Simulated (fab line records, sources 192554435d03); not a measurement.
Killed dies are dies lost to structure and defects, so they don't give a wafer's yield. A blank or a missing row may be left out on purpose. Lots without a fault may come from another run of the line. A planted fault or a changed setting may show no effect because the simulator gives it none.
Split-lot experiment | flow n5_finfet | 7 lots, 39 wafers read, on a route of 1938 steps

THE SPLIT
At N5_BEOL_M11_ETCH_41 (etches SiCN in CH3F/O2, target depth 42.6 nm, time 86 s), the setting time_s was moved away from the recipe's 86 s on 9 of the 39 wafers read, by -17.9% to +21.6%. The other wafers ran this setting at the recipe's value.

The reading is taken at the split's own step.

THE READING
etch.depth_nm (the simulator's own value, which no gauge read), in nm, at N5_BEOL_M11_ETCH_41 (etches SiCN in CH3F/O2, target depth 42.6 nm, time 86 s). The file gives no usual value for it. The 30 wafers here that ran the recipe average 32.52 nm, standard deviation 0.64 nm.

wafer  | tool, chamber at the split | time_s as run, s | against the recipe | etch.depth_nm, nm | against lot-mates on the recipe
L074.3 | rie_diel-05, 1             | 86               | recipe             | 31.32             | -
L074.4 | rie_diel-05, 0             | 86               | recipe             | 32.18             | -
L074.5 | rie_diel-05, 3             | 86               | recipe             | 32.31             | -
L077.1 | rie_diel-05, 1             | 99.93            | +16.2%             | 36.6              | +4.41
L077.2 | rie_diel-05, 2             | 86               | recipe             | 31.84             | -
L077.3 | rie_diel-05, 0             | 99.93            | +16.2%             | 37.62             | +5.43
L077.4 | rie_diel-05, 3             | 99.93            | +16.2%             | 37.64             | +5.45
L077.5 | rie_diel-05, 0             | 86               | recipe             | 32.36             | -
L077.6 | rie_diel-05, 3             | 86               | recipe             | 32.38             | -
L078.1 | rie_diel-01, 3             | 86               | recipe             | 31.7              | -
L078.2 | rie_diel-01, 1             | 104.6            | +21.6%             | 39.29             | +7.21
L078.3 | rie_diel-01, 2             | 104.6            | +21.6%             | 38.34             | +6.26
L078.4 | rie_diel-01, 0             | 86               | recipe             | 32.16             | -
L078.5 | rie_diel-01, 1             | 86               | recipe             | 32.37             | -
L078.6 | rie_diel-01, 2             | 104.6            | +21.6%             | 38.43             | +6.35
L081.1 | rie_diel-05, 2             | 70.63            | -17.9%             | 26.45             | -5.99
L081.2 | rie_diel-05, 0             | 70.63            | -17.9%             | 27.05             | -5.39
L081.3 | rie_diel-05, 3             | 70.63            | -17.9%             | 26.94             | -5.50
L081.4 | rie_diel-05, 1             | 86               | recipe             | 32.13             | -
L081.5 | rie_diel-05, 3             | 86               | recipe             | 32.97             | -
L081.6 | rie_diel-05, 2             | 86               | recipe             | 32.21             | -
L088.1 | rie_diel-01, 1             | 86               | recipe             | 33.98             | -
L088.2 | rie_diel-01, 2             | 86               | recipe             | 31.76             | -
L088.3 | rie_diel-01, 0             | 86               | recipe             | 32.64             | -
L088.4 | rie_diel-01, 3             | 86               | recipe             | 33.08             | -
L088.5 | rie_diel-01, 1             | 86               | recipe             | 33.81             | -
L088.6 | rie_diel-01, 0             | 86               | recipe             | 32.76             | -
L092.1 | rie_diel-01, 1             | 86               | recipe             | 33.26             | -
L092.2 | rie_diel-01, 2             | 86               | recipe             | 31.74             | -
L092.3 | rie_diel-01, 3             | 86               | recipe             | 32.89             | -
L092.4 | rie_diel-01, 1             | 86               | recipe             | 33.68             | -
L092.5 | rie_diel-01, 3             | 86               | recipe             | 32.95             | -
L092.6 | rie_diel-01, 2             | 86               | recipe             | 31.87             | -
L087.1 | rie_diel-06, 1             | 86               | recipe             | 31.8              | -
L087.2 | rie_diel-06, 0             | 86               | recipe             | 32.57             | -
L087.3 | rie_diel-06, 3             | 86               | recipe             | 32.76             | -
L087.4 | rie_diel-06, 2             | 86               | recipe             | 33.03             | -
L087.5 | rie_diel-06, 0             | 86               | recipe             | 32.55             | -
L087.6 | rie_diel-06, 3             | 86               | recipe             | 32.68             | -

THE FIT
A straight line over all 39 wafers: etch.depth_nm changes by +0.299 nm for each +1% of time_s; r = +0.97; the points scatter about the line by 0.62 nm.
The same after taking each lot's own level away (the mean of its wafers on the recipe; 39 wafers): +0.311 nm for each +1%; r = +0.98; scatter 0.52 nm.
On that fit, the largest move of time_s shifts the reading by 6.7 nm.
The lots' own levels span 31.937 to 33.005 nm, that is 1.7 times the standard deviation above.
So the lot-to-lot level changes the slope little: the two slopes agree.
Check: with one of the wafers moved furthest among these (+21.6%) left out of the fit, the line predicts +6.62 nm for it against its lot-mates. It came out at +7.21 nm against them.

OTHER SPLITS ON THESE WAFERS
These wafers also went through other splits before the reading. Each is held against what the fit with the lots' levels taken away leaves over:
other split on the same wafers           | wafers away from the commonest value | r with etch.depth_nm (lot level and that fit taken away)
N5_BEOL_M5_HM_DEP_02 target_thk_a        | 15                                   | -0.14
N5_BEOL_M8_TRENCH_ETCH_37 target_depth_a | 12                                   | +0.09

THE FILE'S OWN FIT
etch.depth_nm changes by +0.311 nm for each +1% of time_s, r = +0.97.
